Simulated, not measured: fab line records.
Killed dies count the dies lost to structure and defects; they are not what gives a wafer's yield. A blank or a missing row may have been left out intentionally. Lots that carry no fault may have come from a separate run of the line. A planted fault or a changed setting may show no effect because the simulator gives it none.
Problem report in the 8D (eight disciplines) form, filled by code ; flow nandHarc ; the parts of the form that need people (team, actions taken, sign-off) are left out

1. THE PROBLEM
oesProductAu at NHARC_A_CHANNEL_HOLE_D1_ETCH_38 reads a mean of 0.867 a.u. on 2 wafers of 2 lots; wafers without a fault read 0.998 a.u. with a standard deviation of 0.011. Relative to the usual mean, that is a shift of -12 standard deviations.
The step: etches the open film in CF4, target depth 39 nm, time 65 s.
First seen on wafer L897.1, day 12 09:19, on rieDiel-11. At this step, 18 wafers from 6 lots have a number in the record. The rule behind "out" and "out of limits": a value lying over 4 standard deviations away from the usual mean. All remaining wafers that have a number are taken as sound.

2. WHAT IT IS AND WHAT IT IS NOT
question;is;is not
which readings at this step;oesProductAu;cf4FlowSccm, drypumpMotorCurrentA, mfcArSccm, rfVppV, throttleValvePct
which lots;L897, L900;L892, L896, L908, L911
which wafers of those lots;L897.1, L900.3;L897.4, L897.5, L900.1, L900.4
read on which tools;rieDiel-11;rieDiel-13
when;from day 12 09:19;"up to then (8 sound wafers); but 8 sound wafers of L900, L908, L911 came after"

3. SUSPECTS, AND WHAT RULES EACH OUT
Counting: a tool at a process step up to the reading stays a suspect if it ran every lot that is out. Sound lots after the first of them don't rule it out here, since some wafers of a struck lot are sound.
- rieDiel-11 at NHARC_A_CHANNEL_HOLE_D1_DESCUM_15 (chemistry O2, time 3 s): kept. It processed each lot that is out (first: L897, day 12 09:14); up to then, its last sound lot is L896 (day 12 06:38).
- rieDiel-11 at NHARC_A_CHANNEL_HOLE_D1_ETCH_38 (etches the open film in CF4, target depth 39 nm, time 65 s): kept. It processed each lot that is out (first: L897, day 12 09:19); up to then, its last sound lot is L896 (day 12 06:43). Out on those wafers are its own readings of oesProductAu.
- At NHARC_A_CHANNEL_HOLE_D1_ETCH_38, inside rieDiel-11: chamber 0 took the wafers that are out, while their sound lot-mates went through chambers 1, 2.
After counting, rieDiel-11 at NHARC_A_CHANNEL_HOLE_D1_DESCUM_15 and rieDiel-11 at NHARC_A_CHANNEL_HOLE_D1_ETCH_38 remain.

4. THE CAUSE (what the simulator had put in)
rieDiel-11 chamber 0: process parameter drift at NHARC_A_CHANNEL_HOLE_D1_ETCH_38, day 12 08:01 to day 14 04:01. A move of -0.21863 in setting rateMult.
This tool is one of the 2 suspects left after counting.

5. THE CHAIN OF EFFECTS, in route order
Each row: a reading whose mean over the struck wafers that have a number lies more than 3 standard deviations from the usual. Only readings for which the record gives a usual standard deviation are gone through. hours: the time from each lot's start at the first step in this table that gives one to its start at this step, as a median over the lots. sigmas: the change in usual standard deviations.
hours;step;reading;usual;on struck wafers;change;sigmas
0;NHARC_A_CHANNEL_HOLE_D1_ETCH_38;oesProductAu;0.998 a.u.;0.867;-0.131;-12
Its process steps:
- NHARC_A_CHANNEL_HOLE_D1_ETCH_38: etches the open film in CF4, target depth 39 nm, time 65 s.
At these later measuring or inspecting steps, every struck wafer for which the step has a row has a number for every such reading, and none has moved that far: NHARC_END_SORT_01.

6. HOW IT WOULD HAVE BEEN CAUGHT EARLIER
In this record the first reading out of limits was taken at day 12 09:19, 1 hour after the fault began at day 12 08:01.
